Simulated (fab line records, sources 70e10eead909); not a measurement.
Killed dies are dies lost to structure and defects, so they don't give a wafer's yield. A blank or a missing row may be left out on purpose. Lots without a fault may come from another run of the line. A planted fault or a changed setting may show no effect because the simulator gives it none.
Problem report in the 8D (eight disciplines) form, filled by code | flow nand_harc | the parts of the form that need people (team, actions taken, sign-off) are left out

1. THE PROBLEM
killed_at_array at NHARC_END_SORT_01 reads a mean of 151 on 1 wafer of 1 lot; wafers without a fault read 59 with a standard deviation of 16. That is +5.8 standard deviations from the usual mean.
First seen on wafer L656.2, day 31 14:47, on prober-02. The record holds 4 wafers of 2 lots with a number at this step. Rule for "out", or "out of limits": more than 4 standard deviations from the usual mean. The other wafers with a number count as sound.

2. WHAT IT IS AND WHAT IT IS NOT
question                    | is                           | is not
which readings at this step | killed_at_array, killed_dies | killed_at_other, killed_at_periphery, killed_open, killed_short
which lots                  | L656                         | L651
which wafers of those lots  | L656.2                       | L656.4, L656.5
read on which gauges        | prober-02                    | -
when                        | from day 31 14:47            | up to then (1 sound wafer); but 2 sound wafers of L656 came after

3. SUSPECTS, AND WHAT RULES EACH OUT
Counting: a tool at a process step up to the reading stays a suspect if it ran every lot that is out. Sound lots after the first of them don't rule it out here, since some wafers of a struck lot are sound.
- the gauge at NHARC_END_SORT_01: kept. All the wafers that are out were read on prober-02, and no step on other tools shows them out.
- rie_diel-02 at NHARC_A_CONTACT_ETCH_75 (etches the open film in CF4, target depth 39 nm, time 65 s): kept. It ran the lot that is out, L656 (day 29 04:56); its last sound lot up to then is L651 (day 27 00:29).
- plasma_asher-01 at NHARC_THIN_TSV_STRIP_62 (strips in N2/H2, time 20 s): kept. It ran the lot that is out, L656 (day 31 01:37).
- Within rie_diel-02 at NHARC_A_CONTACT_ETCH_75: the wafers that are out ran in chamber 1; their sound lot-mates ran in chambers 0, 2.
Left after counting: rie_diel-02 at NHARC_A_CONTACT_ETCH_75, plasma_asher-01 at NHARC_THIN_TSV_STRIP_62, prober-02 at NHARC_END_SORT_01.

4. THE CAUSE (what the simulator had put in)
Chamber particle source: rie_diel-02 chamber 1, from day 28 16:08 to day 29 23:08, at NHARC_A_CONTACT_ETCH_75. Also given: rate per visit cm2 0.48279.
Counting left 3 suspects, and this tool is among them.

5. THE CHAIN OF EFFECTS, in route order
Each row: a reading whose mean over the struck wafers that have a number lies more than 3 standard deviations from the usual. Only readings for which the record gives a usual standard deviation are gone through. hours: the time from each lot's start at the first step in this table that gives one to its start at this step, as a median over the lots. sigmas: the change in usual standard deviations.
hours | step              | reading         | usual | on struck wafers | change | sigmas
0     | NHARC_END_SORT_01 | killed_at_array | 59    | 151              | +92    | +5.8
0     | NHARC_END_SORT_01 | killed_dies     | 64    | 153              | +89    | +5.6

6. WHAT WOULD HAVE CAUGHT IT SOONER
In this record the first reading out of limits at a measuring or inspecting step was taken at day 31 14:47, 71 hours after the fault began at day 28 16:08.
Of the tool readings at NHARC_A_CONTACT_ETCH_75 for which the record gives a usual standard deviation, none was out on any struck wafer, so an alarm limit of 4 standard deviations on them would not have fired.
All the lots that are out (1) had begun NHARC_A_CONTACT_ETCH_75 on rie_diel-02 by day 31 14:47. A hold on the tool at that time would have spared none of them.
